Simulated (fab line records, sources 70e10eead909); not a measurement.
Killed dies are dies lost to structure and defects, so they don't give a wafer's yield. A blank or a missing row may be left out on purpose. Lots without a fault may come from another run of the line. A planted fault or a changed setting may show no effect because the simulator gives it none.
Chamber matching | flow nand_harc | NHARC_A_CHANNEL_FILL_D2_ALD_02 on ald_hk-04: 4 sister chambers
The step deposits SiO2, target thk 6 nm, pulse time 10 s, ald cycles 60. 8 wafers are shown with their chamber, then 9 later ones without.

WAFERS WITH THEIR CHAMBER
wafer  | chamber | heater_power_w (W) | precursor_pulse_height_rel
L075.1 | 0       | 491                | 0.992
L075.4 | 3       | 457                | 1.040
L079.2 | 3       | 463                | 0.984
L080.5 | 1       | 408                | 1.007
L080.6 | 0       | 520                | 1.012
L081.2 | 2       | 436                | 0.970
L081.5 | 1       | 407                | 1.016
L081.6 | 2       | 430                | 1.006

WAFERS WITHOUT THEIR CHAMBER
wafer  | heater_power_w (W) | precursor_pulse_height_rel
L084.1 | 438                | 0.991
L084.3 | 514                | 0.986
L084.5 | 517                | 0.994
L088.1 | 469                | 0.989
L088.4 | 515                | 1.032
L088.5 | 433                | 0.980
L096.1 | 508                | 0.983
L096.2 | 443                | 1.009
L096.3 | 435                | 0.988

WHICH CHAMBER EACH WENT THROUGH
wafer  | from the rows above     | in truth
L084.1 | can't be placed: 2 or 3 | 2
L084.3 | 0                       | 0
L084.5 | 0                       | 0
L088.1 | 3                       | 3
L088.4 | 0                       | 0
L088.5 | 2                       | 2
L096.1 | 0                       | 0
L096.2 | can't be placed: 2 or 3 | 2
L096.3 | 2                       | 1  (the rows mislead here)
Placed correctly: 6 of 9. Can't be placed from these rows: 2 (the true chamber is among the candidates in 2). Placed wrongly: 1.
How it was worked out, from the rows above alone: a wafer's distance from a chamber is the root of the sum, over the readings, of the square of ((its reading less the chamber's mean) divided by the reading's scatter). The wafer belongs to the nearest chamber; if the next one is less than 2 further off, it can't be placed. A chamber's mean is the mean of its shown wafers. The scatter: the root of (the sum of the squares of (reading less its chamber's mean) over the shown wafers, divided by (wafers less chambers)).
